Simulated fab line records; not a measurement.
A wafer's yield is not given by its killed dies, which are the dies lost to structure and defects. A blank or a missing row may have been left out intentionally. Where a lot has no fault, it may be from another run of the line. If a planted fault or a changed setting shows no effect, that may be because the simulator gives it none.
Which tool is to blame?	flow n5 finfet	Sampling: 7 lots, 21 wafers, 3 of 1938 route steps

== WHAT THE GAUGES SHOWED, per wafer ==
N5_SD_EPI_N_INSPECT_26: inspects for defects (darkfield).
lot	measured	on	raw defect count
L174	day 4 07:59	defect inspect-01	267 163 182
L176	day 4 21:04	defect inspect-01	212 139 179
L179	day 5 15:05	defect inspect-01	817 811 899
L183	day 6 17:38	defect inspect-01	216 208 247
L184	day 6 19:24	defect inspect-02	790 776 788
L191	day 8 14:02	defect inspect-01	268 259 353
L193	day 8 23:13	defect inspect-01	241 252 234

== WHICH TOOL RAN EACH LOT (tool, then ch and the chambers of the sampled wafers, then the start) ==
lot	N5_DUMMY_GATE_ETCH_42	N5_SD_EPI_N_STRIP_38
L174	rie diel-06 ch 0,1,2, day 4 02:47	plasma asher-01 ch 0,1, day 4 04:50
L176	rie diel-02 ch 1,3, day 4 13:16	plasma asher-01 ch 0,1, day 4 17:03
L179	rie diel-02 ch 0,2,3, day 5 09:36	plasma asher-01 ch 0,1, day 5 11:36
L183	rie diel-04 ch 1,3, day 6 12:16	plasma asher-02 ch 0,1, day 6 14:25
L184	rie diel-02 ch 0,1, day 6 13:50	plasma asher-01 ch 0,1, day 6 15:58
L191	rie diel-06 ch 0,2, day 8 07:59	plasma asher-02 ch 0,1, day 8 10:08
L193	rie diel-06 ch 2,3, day 8 17:32	plasma asher-02 ch 0,1, day 8 20:02
- N5_DUMMY_GATE_ETCH_42: etches SiO2 in CHF3/O2, target depth 3.5 nm, time 31 s.
- N5_SD_EPI_N_STRIP_38: strips in N2/H2.

== THE ANSWER, worked out from the rows above alone ==
Rule: usual is defined by the lots themselves. The widest of any qualifying gaps counts: lots, ordered by their means at a reading, are off when they make up no more than a third of the lots, leave a main group of 4 or more, and stand apart from it by 3 or more times the standard deviation of that group's means. If all means in a main group match to the digits the tables above print for the reading, that group is not used. A lot without any number at a reading at which 4 lots or more have one is off too. The other lots that the step has rows for count as sound.
Off: L179, L184, at N5_SD_EPI_N_INSPECT_26 (raw defect count). For the main group the mean is 228 and the standard deviation 39.
If a tool, at a process step before that reading, ran all the lots that are off and no sound lot after the first of them, it fits. Gauges at N5_SD_EPI_N_INSPECT_26: tried the same way as those tools. Undecided on this evidence; 2 tools fit (rie diel-02 at N5_DUMMY_GATE_ETCH_42, plasma asher-01 at N5_SD_EPI_N_STRIP_38).

== WHAT THE SIMULATOR HAD INSERTED ==
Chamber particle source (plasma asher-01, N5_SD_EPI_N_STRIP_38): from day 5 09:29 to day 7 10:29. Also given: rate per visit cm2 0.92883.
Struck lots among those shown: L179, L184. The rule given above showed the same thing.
